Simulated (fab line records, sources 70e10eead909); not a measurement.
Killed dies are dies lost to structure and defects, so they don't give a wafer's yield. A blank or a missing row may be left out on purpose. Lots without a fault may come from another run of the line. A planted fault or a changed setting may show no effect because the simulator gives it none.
Which tool did it? | flow nand_harc | 24 lots, 72 wafers sampled, at 6 steps of a route of 1302

WHAT THE GAUGES READ, wafer by wafer
NHARC_A_BLC_CD_MEAS_10: target cd 100 nm. Usual: cd_nm 99.7 nm, standard deviation 0.76.
lot  | measured     | on        | cd_nm (nm)        | flag
L074 | day 23 03:22 | cd_sem-01 | 99.9 100.2 99.5   |
L076 | day 23 04:11 | cd_sem-01 | 99.8 99.1 100.0   |
L075 | day 23 09:29 | cd_sem-03 | 99.8 100.2 98.9   |
L078 | day 25 03:44 | cd_sem-02 | 99.1 100.4 99.9   |
L079 | day 25 08:14 | cd_sem-03 | 100.7 101.1 100.8 |
L077 | day 25 12:31 | cd_sem-03 | 100.1 100.0 100.9 |
L080 | day 25 12:52 | cd_sem-03 | 99.1 99.4 100.2   |
L081 | day 25 19:47 | cd_sem-03 | 99.3 100.7 99.4   |
L082 | day 26 04:47 | cd_sem-02 | 100.1 99.0 99.7   |
L084 | day 26 18:31 | cd_sem-02 | 99.0 100.1 100.1  |
L083 | day 26 22:43 | cd_sem-02 | 99.0 99.3 98.8    |
L085 | day 27 05:01 | cd_sem-02 | 100.1 99.4 99.4   |
L086 | day 27 06:38 | cd_sem-02 | 99.2 99.0 99.3    |
L087 | day 28 01:44 | cd_sem-01 | 100.7 100.4 99.7  |
L090 | day 28 13:19 | cd_sem-01 | 100.5 99.1 98.7   |
L088 | day 28 17:46 | cd_sem-01 | 99.3 99.6 99.6    |
L089 | day 29 00:07 | cd_sem-01 | 98.7 99.1 99.6    |
L092 | day 30 10:34 | cd_sem-01 | 100.8 100.4 100.8 |
L091 | day 30 17:18 | cd_sem-03 | 99.1 98.9 99.9    |
L093 | day 30 23:33 | cd_sem-01 | 99.9 99.3 99.5    |
L094 | day 31 03:52 | cd_sem-03 | 99.1 97.7 98.7    |
L095 | day 31 04:40 | cd_sem-03 | 100.5 100.8 100.6 |
L097 | day 31 16:11 | cd_sem-01 | 100.9 100.9 100.9 |
L096 | day 31 18:08 | cd_sem-02 | 99.7 99.7 99.3    |

NHARC_A_BLC_INSPECT_28. Usual: raw_defect_count 533, standard deviation 130.
lot  | measured     | on                | raw_defect_count | flag
L074 | day 23 06:30 | defect_inspect-02 | 823 616 635      |
L076 | day 23 07:19 | defect_inspect-01 | 365 475 419      |
L075 | day 23 12:37 | defect_inspect-01 | 516 472 530      |
L078 | day 25 07:20 | defect_inspect-02 | 490 570 412      |
L079 | day 25 11:39 | defect_inspect-01 | 474 555 597      |
L077 | day 25 15:39 | defect_inspect-02 | 736 618 773      |
L080 | day 25 16:11 | defect_inspect-02 | 480 464 651      |
L081 | day 25 22:57 | defect_inspect-02 | 505 443 497      |
L082 | day 26 07:58 | defect_inspect-02 | 468 809 860      |
L084 | day 26 21:43 | defect_inspect-01 | 667 578 424      |
L083 | day 27 01:51 | defect_inspect-02 | 400 512 436      |
L085 | day 27 08:13 | defect_inspect-02 | 610 506 647      |
L086 | day 27 09:46 | defect_inspect-02 | 728 460 542      |
L087 | day 28 04:53 | defect_inspect-02 | 437 579 498      |
L090 | day 28 16:46 | defect_inspect-01 | 333 378 321      |
L088 | day 28 21:06 | defect_inspect-01 | 823 631 1048     |
L089 | day 29 03:21 | defect_inspect-01 | 604 482 465      |
L092 | day 30 13:42 | defect_inspect-01 | 459 604 461      |
L091 | day 30 20:25 | defect_inspect-02 | 480 546 665      |
L093 | day 31 02:43 | defect_inspect-02 | 482 516 399      |
L094 | day 31 07:02 | defect_inspect-02 | 593 417 470      |
L095 | day 31 08:02 | defect_inspect-02 | 493 483 498      |
L097 | day 31 19:20 | defect_inspect-02 | 470 486 476      |
L096 | day 31 21:15 | defect_inspect-02 | 376 656 446      |

NHARC_A_M0_THK_MEAS_24: measures by xrf. Usual: thk_nm 113.8 nm, standard deviation 1.5.
lot  | measured     | on            | thk_nm (nm)       | flag
L074 | day 23 09:52 | film_metro-02 | 113.0 111.4 113.5 |
L076 | day 23 10:47 | film_metro-02 | 113.3 112.7 114.4 |
L075 | day 23 16:01 | film_metro-02 | 115.5 112.6 114.5 |
L078 | day 25 10:41 | film_metro-02 | 113.7 111.4 115.3 |
L079 | day 25 15:10 | film_metro-01 | 114.2 114.5 113.6 |
L077 | day 25 19:04 | film_metro-02 | 113.5 113.6 113.0 |
L080 | day 25 19:30 | film_metro-02 | 114.5 111.8 114.5 |
L081 | day 26 02:21 | film_metro-01 | 114.2 109.8 112.2 |
L082 | day 26 11:24 | film_metro-02 | 113.7 115.1 114.5 |
L084 | day 27 01:08 | film_metro-01 | 116.8 114.4 116.8 |
L083 | day 27 05:17 | film_metro-02 | 115.1 113.6 113.5 |
L085 | day 27 11:39 | film_metro-02 | 114.7 112.4 113.7 |
L086 | day 27 13:22 | film_metro-02 | 114.0 112.7 112.0 |
L087 | day 28 08:47 | film_metro-02 | 113.8 115.9 111.8 |
L090 | day 28 20:12 | film_metro-02 | 115.1 115.2 114.8 |
L088 | day 29 00:25 | film_metro-01 | 112.8 112.5 112.8 |
L089 | day 29 06:45 | film_metro-02 | 114.4 115.9 112.1 |
L092 | day 30 17:10 | film_metro-02 | 114.0 115.5 111.9 |
L091 | day 30 23:48 | film_metro-02 | 114.4 114.8 115.0 |
L093 | day 31 06:08 | film_metro-02 | 114.8 111.6 115.0 |
L094 | day 31 10:28 | film_metro-01 | 114.0 112.3 113.7 |
L095 | day 31 11:47 | film_metro-02 | 114.9 114.1 115.4 |
L097 | day 31 22:48 | film_metro-02 | 114.2 114.6 115.3 |
L096 | day 32 00:39 | film_metro-02 | 111.1 113.1 114.0 |

NHARC_A_M1_INSPECT_11. Usual: raw_defect_count 83, standard deviation 38.
lot  | measured     | on                | raw_defect_count | flag
L074 | day 23 11:26 | defect_inspect-01 | 21 25 29         |
L076 | day 23 12:37 | defect_inspect-02 | 15 17 14         |
L075 | day 23 17:42 | defect_inspect-02 | 72 82 68         |
L078 | day 25 12:22 | defect_inspect-01 | 22 23 29         |
L079 | day 25 16:41 | defect_inspect-02 | 67 66 62         |
L077 | day 25 20:37 | defect_inspect-02 | 154 161 162      |
L080 | day 25 21:29 | defect_inspect-02 | 125 135 121      |
L081 | day 26 04:03 | defect_inspect-02 | 122 103 104      |
L082 | day 26 13:05 | defect_inspect-01 | 91 82 88         |
L084 | day 27 02:47 | defect_inspect-01 | 126 151 140      |
L083 | day 27 07:12 | defect_inspect-02 | 74 68 55         |
L085 | day 27 13:12 | defect_inspect-01 | 35 36 40         |
L086 | day 27 14:56 | defect_inspect-02 | 112 133 131      |
L087 | day 28 10:28 | defect_inspect-02 | 105 154 140      |
L090 | day 28 22:01 | defect_inspect-02 | 61 75 86         |
L088 | day 29 02:14 | defect_inspect-02 | 82 84 96         |
L089 | day 29 08:18 | defect_inspect-01 | 97 95 101        |
L092 | day 30 18:52 | defect_inspect-01 | 63 75 69         |
L091 | day 31 01:23 | defect_inspect-02 | 152 142 156      |
L093 | day 31 07:41 | defect_inspect-01 | 65 72 72         |
L094 | day 31 12:09 | defect_inspect-02 | 63 64 68         |
L095 | day 31 13:35 | defect_inspect-02 | 80 65 72         |
L097 | day 32 00:28 | defect_inspect-01 | 56 63 62         |
L096 | day 32 02:20 | defect_inspect-01 | 66 64 71         |

WHICH TOOL RAN EACH LOT (tool, then ch and the chambers of the sampled wafers, then the start)
lot  | NHARC_A_BLC_STRIP_29               | NHARC_A_M0_ANNEAL_30
L074 | rie_diel-01 ch 0,1,2, day 23 04:37 | rtp_anneal-02 ch 0, day 23 09:16
L076 | rie_diel-07 ch 0,2,3, day 23 05:26 | rtp_anneal-02 ch 0, day 23 10:08
L075 | rie_diel-07 ch 0,3, day 23 10:42   | rtp_anneal-02 ch 0, day 23 15:25
L078 | rie_diel-07 ch 1,2,3, day 25 05:19 | rtp_anneal-02 ch 0, day 25 10:05
L079 | rie_diel-01 ch 0,1, day 25 09:40   | rtp_anneal-01 ch 0, day 25 14:33
L077 | rie_diel-07 ch 1,2,3, day 25 13:46 | rtp_anneal-02 ch 0, day 25 18:24
L080 | rie_diel-12 ch 0,2, day 25 14:16   | rtp_anneal-01 ch 0, day 25 18:56
L081 | rie_diel-01 ch 0,1,2, day 25 21:04 | rtp_anneal-02 ch 0, day 26 01:51
L082 | rie_diel-07 ch 0,1, day 26 06:01   | rtp_anneal-02 ch 0, day 26 10:44
L084 | rie_diel-07 ch 1,2,3, day 26 19:46 | rtp_anneal-02 ch 0, day 27 00:31
L083 | rie_diel-07 ch 0,2,3, day 26 23:58 | rtp_anneal-02 ch 0, day 27 04:38
L085 | rie_diel-01 ch 2,3, day 27 06:16   | rtp_anneal-01 ch 0, day 27 11:00
L086 | rie_diel-07 ch 0,1,2, day 27 07:53 | rtp_anneal-01 ch 0, day 27 12:43
L087 | rie_diel-12 ch 0,1,3, day 28 02:58 | rtp_anneal-01 ch 0, day 28 08:08
L090 | rie_diel-01 ch 1,2, day 28 14:46   | rtp_anneal-01 ch 0, day 28 19:32
L088 | rie_diel-12 ch 0,1,3, day 28 19:12 | rtp_anneal-02 ch 0, day 28 23:46
L089 | rie_diel-12 ch 1,2,3, day 29 01:20 | rtp_anneal-01 ch 0, day 29 06:05
L092 | rie_diel-01 ch 1,2,3, day 30 11:48 | rtp_anneal-02 ch 0, day 30 16:29
L091 | rie_diel-07 ch 0,2,3, day 30 18:32 | rtp_anneal-01 ch 0, day 30 23:08
L093 | rie_diel-01 ch 0,1,3, day 31 00:49 | rtp_anneal-01 ch 0, day 31 05:28
L094 | rie_diel-12 ch 1,2, day 31 05:06   | rtp_anneal-01 ch 0, day 31 09:49
L095 | rie_diel-07 ch 0,1,2, day 31 06:05 | rtp_anneal-01 ch 0, day 31 10:49
L097 | rie_diel-07 ch 0,3, day 31 17:26   | rtp_anneal-02 ch 0, day 31 22:08
L096 | rie_diel-07 ch 0,2,3, day 31 19:21 | rtp_anneal-01 ch 0, day 32 00:00
- NHARC_A_BLC_STRIP_29: strips in CF4.
- NHARC_A_M0_ANNEAL_30: time 90 s.

WHAT THE TOOLS THEMSELVES READ (means of the sampled wafers that have a number; where no wafer has one, the mark that the record gives instead)
NHARC_A_BLC_STRIP_29. Usual: cf4_flow_sccm 149.9 sccm, standard deviation 0.45; chamber_pressure_mTorr 50.00 mTorr, standard deviation 0.055; drypump_motor_current_A 5.9 A, standard deviation 0.46; oes_product_au 1.005 a.u., standard deviation 0.013; rf_vpp_V 59.4 V, standard deviation 0.92; showerhead_plenum_p_Torr 1.77 Torr, standard deviation 0.063; throttle_valve_pct 13.285 %, standard deviation 0.0096.
lot  | tool        | cf4_flow_sccm (sccm) | chamber_pressure_mTorr (mTorr) | drypump_motor_current_A (A) | oes_product_au (a.u.) | rf_vpp_V (V) | showerhead_plenum_p_Torr (Torr) | throttle_valve_pct (%) | flag
L074 | rie_diel-01 | 150.0                | 50.02                          | 6.0                         | 1.006                 | 60.0         | 1.79                            | 13.293                 |
L076 | rie_diel-07 | 149.9                | 50.04                          | 6.0                         | 1.004                 | 59.6         | 1.79                            | 13.280                 |
L075 | rie_diel-07 | 149.4                | 49.99                          | 5.8                         | 1.005                 | 59.1         | 1.80                            | 13.272                 |
L078 | rie_diel-07 | 150.5                | 49.98                          | 6.0                         | 0.997                 | 59.2         | 1.78                            | 13.279                 |
L079 | rie_diel-01 | 150.0                | 49.97                          | 5.8                         | 1.016                 | 59.5         | 1.85                            | 13.292                 |
L077 | rie_diel-07 | 150.0                | 49.97                          | 5.9                         | 1.000                 | 60.0         | 1.78                            | 13.280                 |
L080 | rie_diel-12 | 150.0                | 49.98                          | 6.2                         | 1.007                 | 59.6         | 1.70                            | 13.277                 |
L081 | rie_diel-01 | 150.1                | 50.03                          | 6.0                         | 0.996                 | 58.7         | 1.79                            | 13.275                 |
L082 | rie_diel-07 | 150.0                | 50.02                          | 5.5                         | 1.010                 | 58.5         | 1.79                            | 13.283                 |
L084 | rie_diel-07 | 149.7                | 50.00                          | 6.0                         | 1.000                 | 59.0         | 1.78                            | 13.280                 |
L083 | rie_diel-07 | 150.1                | 49.92                          | 6.0                         | 1.005                 | 58.9         | 1.79                            | 13.289                 |
L085 | rie_diel-01 | 149.8                | 50.01                          | 6.3                         | 1.010                 | 59.1         | 1.70                            | 13.283                 |
L086 | rie_diel-07 | 149.5                | 49.99                          | 5.8                         | 1.002                 | 59.2         | 1.79                            | 13.273                 |
L087 | rie_diel-12 | 149.9                | 49.97                          | 6.0                         | 1.009                 | 59.9         | 1.78                            | 13.278                 |
L090 | rie_diel-01 | 150.1                | 49.96                          | 5.8                         | 1.003                 | 59.4         | 1.80                            | 13.289                 |
L088 | rie_diel-12 | 149.7                | 50.01                          | 6.0                         | 1.001                 | 60.0         | 1.78                            | 13.283                 |
L089 | rie_diel-12 | 149.7                | 49.99                          | 5.8                         | 1.013                 | 58.8         | 1.72                            | 13.284                 |
L092 | rie_diel-01 | 149.6                | 50.01                          | 6.0                         | 1.012                 | 59.4         | 1.75                            | 13.292                 |
L091 | rie_diel-07 | 149.4                | 50.02                          | 6.0                         | 0.993                 | 59.8         | 1.79                            | 13.286                 |
L093 | rie_diel-01 | 150.2                | 50.00                          | 5.9                         | 1.024                 | 60.6         | 1.81                            | 13.287                 |
L094 | rie_diel-12 | 150.2                | 50.00                          | 5.9                         | 1.023                 | 59.5         | 1.71                            | 13.283                 |
L095 | rie_diel-07 | 150.2                | 50.01                          | 5.8                         | 0.997                 | 59.4         | 1.79                            | 13.288                 |
L097 | rie_diel-07 | 150.3                | 49.96                          | 5.8                         | 1.001                 | 59.2         | 1.79                            | 13.284                 |
L096 | rie_diel-07 | 150.2                | 50.00                          | 6.0                         | 1.005                 | 59.2         | 1.79                            | 13.283                 |

NHARC_A_M0_ANNEAL_30. Usual: wafer_temp_C_max 226.3, standard deviation 0.44.
lot  | tool          | wafer_temp_C_max | flag
L074 | rtp_anneal-02 | 226.0            |
L076 | rtp_anneal-02 | 225.9            |
L075 | rtp_anneal-02 | 226.1            |
L078 | rtp_anneal-02 | 225.9            |
L079 | rtp_anneal-01 | 226.8            |
L077 | rtp_anneal-02 | 226.0            |
L080 | rtp_anneal-01 | 226.9            |
L081 | rtp_anneal-02 | 225.9            |
L082 | rtp_anneal-02 | 225.6            |
L084 | rtp_anneal-02 | 226.0            |
L083 | rtp_anneal-02 | 226.1            |
L085 | rtp_anneal-01 | 226.6            |
L086 | rtp_anneal-01 | 226.9            |
L087 | rtp_anneal-01 | 226.8            |
L090 | rtp_anneal-01 | 226.4            |
L088 | rtp_anneal-02 | 226.4            |
L089 | rtp_anneal-01 | 226.6            |
L092 | rtp_anneal-02 | 226.1            |
L091 | rtp_anneal-01 | 226.5            |
L093 | rtp_anneal-01 | 226.6            |
L094 | rtp_anneal-01 | 226.5            |
L095 | rtp_anneal-01 | 226.4            |
L097 | rtp_anneal-02 | 225.8            |
L096 | rtp_anneal-01 | 226.6            |

THE ANSWER, worked out from the rows above alone
Rule: a lot is off if the mean of its wafers that have a number lies more than 3 standard deviations from the usual mean. A lot without any number at a reading at which 4 lots or more have one is off too. The other lots that the step has rows for count as sound. The gauges are gone through in route order, then the tools' own readings, and for those a lot's mean is taken as printed above. The first step at which some lot is off is used, and at that step the reading that is off furthest; a lot without a number counts as furthest.
No lot is off at any reading shown: from this, nothing can be told.

WHAT THE SIMULATOR HAD PUT IN
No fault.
